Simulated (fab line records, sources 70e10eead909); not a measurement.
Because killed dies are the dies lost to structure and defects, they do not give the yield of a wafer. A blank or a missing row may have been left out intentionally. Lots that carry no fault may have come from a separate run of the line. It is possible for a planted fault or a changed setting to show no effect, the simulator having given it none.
Which tool was responsible? -- flow nand_harc -- 13 lots with 39 wafers sampled at 5 steps, on a route of 1302 steps

WHAT THE GAUGES SHOWED, per wafer
NHARC_A_WL_FILL_INSPECT_15. Usual: 447 for raw_defect_count, sd 130.
lot,measured,on,raw_defect_count,flag
L512,day 21 04:24,defect_inspect-02,348 277 318,
L513,day 21 04:32,defect_inspect-01,553 411 635,
L514,day 21 17:14,defect_inspect-02,409 396 395,
L516,day 23 04:58,defect_inspect-02,492 487 449,
L518,day 23 16:38,defect_inspect-02,463 441 434,
L520,day 24 13:07,defect_inspect-02,446 450 611,
L521,day 24 21:41,defect_inspect-02,902 485 373,
L522,day 24 21:52,defect_inspect-01,639 415 478,
L524,day 26 02:25,defect_inspect-02,513 429 817,
L527,day 26 20:59,defect_inspect-02,344 434 466,
L531,day 28 15:16,defect_inspect-01,398 365 513,
L535,day 30 02:34,defect_inspect-01,523 420 399,
L534,day 30 02:43,defect_inspect-01,495 420 697,

NHARC_A_CONTACT_CD_MEAS_42: the cd target is 300 nm. Usual: 299.9 nm for cd_nm, sd 0.55.
lot,measured,on,cd_nm (nm),flag
L512,day 21 10:03,cd_sem-02,300.2 300.5 299.7,
L513,day 21 14:10,cd_sem-01,299.5 299.3 299.6,
L514,day 21 23:05,cd_sem-03,300.5 300.7 300.7,
L516,day 23 10:37,cd_sem-01,300.3 299.7 300.2,
L518,day 23 22:14,cd_sem-01,300.4 299.8 299.2,
L520,day 24 19:49,cd_sem-03,299.4 299.9 300.7,
L521,day 25 03:09,cd_sem-02,299.3 299.1 299.2,
L522,day 25 03:34,cd_sem-03,299.6 299.5 300.0,
L524,day 26 08:02,cd_sem-01,299.2 298.9 299.0,
L527,day 27 03:40,cd_sem-03,300.9 301.0 300.3,
L531,day 28 21:08,cd_sem-03,300.4 300.6 300.2,
L535,day 30 08:09,cd_sem-03,299.3 299.4 299.7,
L534,day 30 09:34,cd_sem-03,300.3 300.5 300.1,

NHARC_END_SORT_01. Usual: killed_at_array 53, standard deviation 20; killed_at_other 1, standard deviation 1.2; killed_at_periphery 3.7, standard deviation 2.6; killed_dies 58, standard deviation 20; killed_open 3.5, standard deviation 1.8; killed_short 2.4, standard deviation 1.7.
lot,measured,on,killed_at_array,killed_at_other,killed_at_periphery,killed_dies,killed_open,killed_short,flag
L520,day 27 22:27,prober-02,76 73 82,1 0 0,3 1 4,80 74 86,3 3 7,6 4 3,
L524,day 29 06:35,prober-01,77 62 91,0 4 0,5 7 5,82 73 96,2 1 6,5 5 3,

TOOL THAT RAN EACH LOT (tool first, then ch and the chambers of the sampled wafers, then the start)
lot,NHARC_A_CONTACT_ETCH_51,NHARC_A_CONTACT_ETCH_114
L512,"rie_diel-10 ch 0,1,3, day 21 10:50","har_cap_etch-02 ch 0, day 21 12:37"
L513,"rie_diel-13 ch 0,2,3, day 21 14:58","har_cap_etch-01 ch 0,1, day 21 16:45"
L514,"rie_diel-10 ch 0,1, day 22 00:01","har_cap_etch-03 ch 0,1, day 22 01:43"
L516,"rie_diel-13 ch 2,3, day 23 11:24","har_cap_etch-01 ch 0,1, day 23 13:12"
L518,"rie_diel-10 ch 2,3, day 23 23:01","har_cap_etch-03 ch 0,1, day 24 00:58"
L520,"rie_diel-10 ch 0,2,3, day 24 21:02","har_cap_etch-03 ch 0,1, day 24 22:48"
L521,"rie_diel-10 ch 1,2,3, day 25 03:56","har_cap_etch-01 ch 0,1, day 25 05:43"
L522,"rie_diel-13 ch 2,3, day 25 04:30","har_cap_etch-03 ch 0,1, day 25 06:11"
L524,"rie_diel-13 ch 0,1,2, day 26 09:05","har_cap_etch-02 ch 0,1, day 26 10:39"
L527,"rie_diel-11 ch 0,2,3, day 27 04:28","har_cap_etch-02 ch 0,1, day 27 06:16"
L531,"rie_diel-11 ch 1,2, day 28 22:04","har_cap_etch-03 ch 0,1, day 28 23:43"
L535,"rie_diel-11 ch 0,1,3, day 30 08:57","har_cap_etch-01 ch 0,1, day 30 10:43"
L534,"rie_diel-11 ch 0,1, day 30 10:24","har_cap_etch-03 ch 0, day 30 12:11"
- NHARC_A_CONTACT_ETCH_51: etches the open film in O2/COS, target depth 7000 nm, time 1820 s.
- NHARC_A_CONTACT_ETCH_114: etches the open film in C4F8/O2/Ar, time 190 s, target depth 1850 nm.

WHAT THE TOOLS THEMSELVES READ (means of the sampled wafers that have a number; where no wafer has one, the mark that the record gives instead)
NHARC_A_CONTACT_ETCH_51. Usual: drypump_motor_current_A 5.9 A, standard deviation 0.49; oes_product_au 1.005 a.u., standard deviation 0.012; rf_vpp_V 313.6 V, standard deviation 2.2; run_length_s 1841.1 s, standard deviation 0.39; showerhead_plenum_p_Torr 3.09 Torr, standard deviation 0.14; throttle_valve_pct 28.332 %, standard deviation 0.0089.
lot,tool,drypump_motor_current_A (A),oes_product_au (a.u.),rf_vpp_V (V),run_length_s (s),showerhead_plenum_p_Torr (Torr),throttle_valve_pct (%),flag
L512,rie_diel-10,6.2,1.005,313.8,1841.6,3.09,28.331,
L513,rie_diel-13,5.8,1.004,313.4,1841.4,3.08,28.338,
L514,rie_diel-10,6.2,1.003,312.7,1841.3,3.04,28.330,
L516,rie_diel-13,5.6,0.997,311.4,1841.1,2.96,28.333,
L518,rie_diel-10,5.9,1.019,315.1,1841.4,3.21,28.331,
L520,rie_diel-10,6.0,1.016,314.7,1841.3,3.18,28.329,
L521,rie_diel-10,5.9,1.007,315.1,1841.2,3.16,28.332,
L522,rie_diel-13,5.6,0.997,312.0,1840.9,2.96,28.323,
L524,rie_diel-13,5.9,1.005,312.7,1840.9,3.06,28.328,
L527,rie_diel-11,5.7,1.012,314.4,1841.1,3.14,28.337,
L531,rie_diel-11,5.9,1.013,312.4,1840.6,3.02,28.334,
L535,rie_diel-11,6.0,1.017,315.1,1752.4,3.19,28.335,OFF
L534,rie_diel-11,6.0,1.010,315.0,1663.1,3.18,28.333,OFF

THE ANSWER, worked out from the rows above alone
Rule: a lot counts as off when the mean over its wafers that have a number is more than 3 standard deviations away from the usual mean. Also off: a lot with no number at a reading for which 4 or more lots have one. The other lots that the step has rows for count as sound. Order of review: gauges by route order, followed by the tools' own readings, for which a lot's mean as printed above is used. At the first step where some lot is off, the reading lying furthest off is the one used; lots without a number count as furthest.
Off at NHARC_A_CONTACT_ETCH_51 (run_length_s): L535, L534.
If a tool, at that step or one of the process steps before it, ran each lot that is off and ran no sound lot following the first of them, it fits. One candidate fits, namely rie_diel-11 at NHARC_A_CONTACT_ETCH_51. A fault onset in the window from L531 (day 28 22:04, its last sound lot) to L535 (day 30 08:57, its first lot off) fits.
The tool's own readings at NHARC_A_CONTACT_ETCH_51 bear it out: on the lots that are off they differ by more than 5 times the standard deviation of the sound lots' means. run_length_s reads 1707.8 s there against 1841.2 s on the sound lots.

WHAT HAD BEEN PUT IN BY THE SIMULATOR
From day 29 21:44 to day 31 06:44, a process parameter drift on rie_diel-11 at NHARC_A_CONTACT_ETCH_51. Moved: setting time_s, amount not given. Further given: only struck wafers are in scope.
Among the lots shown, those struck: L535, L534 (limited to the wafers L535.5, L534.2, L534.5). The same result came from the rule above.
